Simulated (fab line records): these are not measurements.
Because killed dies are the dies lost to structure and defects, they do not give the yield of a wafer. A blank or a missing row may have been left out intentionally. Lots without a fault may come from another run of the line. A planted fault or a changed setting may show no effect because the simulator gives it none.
Comparing a struck lot with a sound one + flow nand harc + 14 out of 1302 route steps
Sound: wafers L307.3, L307.5, L307.6. Wafers L323.3, L323.4, L323.5 were the ones struck. The cause is named last.
For every step that has rows: the tool of each side, followed by ch and its chambers, followed by its first start. Under that, the readings that differ: sound wafers + struck wafers + difference of the means + sigmas: that difference in standard deviations of wafers without a fault.
alike: readings with means less than 2 such deviations apart, plus words and numbers identical on both sides. not compared: withheld readings, readings lacking a value on some wafer, bounds such as >300 that could conceal the same value, and numbers that have no deviation in the record and whose values overlap.
Wherever a step has rows on one side only, a row that says differs or no value, or a row with sigmas, the two part there. When numbers do not overlap yet have no deviation, they are printed without sigmas and do not part them. A reading that every wafer of one side lacks parts them only if that side has two wafers or more.

first, 5 steps without rows for these wafers: NHARC_P_M2_SOFTBAKE_04 (time 55 s); NHARC_P_M2_EBR_05; NHARC_P_M2_EXPOSE_06 (exposes mask P M2, target cd 170 nm); NHARC_P_M2_PEB_07 (peb time 65 s); NHARC_P_M2_DEVELOP_08 (develop time 35 s).
NHARC_P_M2_CD_MEAS_09: target cd 170 nm.
  sound on cd sem-01 ch 0, day 6 18:38; struck on cd sem-03 ch 0, day 13 08:47
  alike: cd nm
NHARC_P_M2_OVL_MEAS_10: pitch 340 nm.
  sound: overlay-02 at day 6 18:44; struck: overlay-01 at day 13 08:53
  alike: overlay x nm, overlay y nm
NHARC_P_M2_INSPECT_11:
  sound: defect inspect-01 at day 6 18:46; struck: defect inspect-02 at day 13 08:55
  alike: raw defect count
NHARC_P_M2_DESCUM_14: chemistry O2, time 3 s.
  sound on rie diel-09 ch 2,3, day 6 18:50; struck on rie diel-13 ch 0,1,2, day 13 08:59
  alike: drypump motor current A, o2 flow sccm, oes product au, rf vpp V, showerhead plenum p Torr, throttle valve pct
  not compared: rf hours counter h
NHARC_P_M2_ETCH_35: etches the open film in N2/H2, target depth 40 nm, overetch 12 nm, time 43.94 s.
  sound on rie diel-09 ch 1,2, day 6 18:55; struck on rie diel-13 ch 0,2, day 13 09:04
| reading                         | sound                | struck               | difference | sigmas |
|---------------------------------|----------------------|----------------------|------------|--------|
| rf vpp V (V)                    | 434.2 433.4 432.9    | 428.9 427.0 429.0    | -5.2       | -2     |
| showerhead plenum p Torr (Torr) | 2.18 2.18 2.14       | 1.94 1.93 1.93       | -0.23      | -3     |
| throttle valve pct (%)          | 14.192 14.177 14.174 | 14.162 14.170 14.152 | -0.020     | -2     |
  alike: bias w, drypump motor current A, oes product au
  not compared: rf hours counter h
NHARC_P_M2_ETCH_15: etches the open film in C4F8/Ar, target depth 182.5 nm, time 91.2 s.
  sound: rie diel-09 ch 1,2; struck: rie diel-13 ch 0,1,3
| reading               | sound             | struck            | difference | sigmas |
|-----------------------|-------------------|-------------------|------------|--------|
| oes product au (a.u.) | 0.980 0.980 0.956 | 0.919 0.916 0.935 | -0.049     | -2     |
| rf vpp V (V)          | 443.8 444.7 443.5 | 437.5 436.8 438.2 | -6.5       | -2     |
  alike: bias w
  not compared: rf hours counter h
NHARC_P_M2_CD_MEAS_16:
  sound: cd sem-01 at day 6 19:09; struck: cd sem-02 at day 13 09:17
  alike: cd nm
NHARC_P_M2_STRIP_18: strips in N2/H2.
  sound on rie diel-04 ch 0,2,3, day 6 19:16; struck on rie diel-09 ch 1,2,3, day 13 09:21
  no value came back on the struck wafers for any of 7 readings (bias w (W), chamber pressure mTorr (mTorr) and others); on the sound wafers bias w (W) reads 0 0 0
  not compared: rf hours counter h
NHARC_P_M2_ETCH_28: etches the open film in CF4/N2, target depth 30 nm, time 72.99 s.
  sound on rie diel-04 ch 2,3; struck on rie diel-09 ch 0,1, day 13 09:35
  alike: bias w, drypump motor current A, oes product au, rf vpp V, showerhead plenum p Torr, throttle valve pct
  not compared: rf hours counter h

WHERE THEY PART
Last at NHARC_P_M2_STRIP_18 as far as this record goes, first at NHARC_P_M2_ETCH_35. Later steps at which nothing parts them and some readings are alike: NHARC_P_M2_ETCH_28.

WHY: what had been put in by the simulator
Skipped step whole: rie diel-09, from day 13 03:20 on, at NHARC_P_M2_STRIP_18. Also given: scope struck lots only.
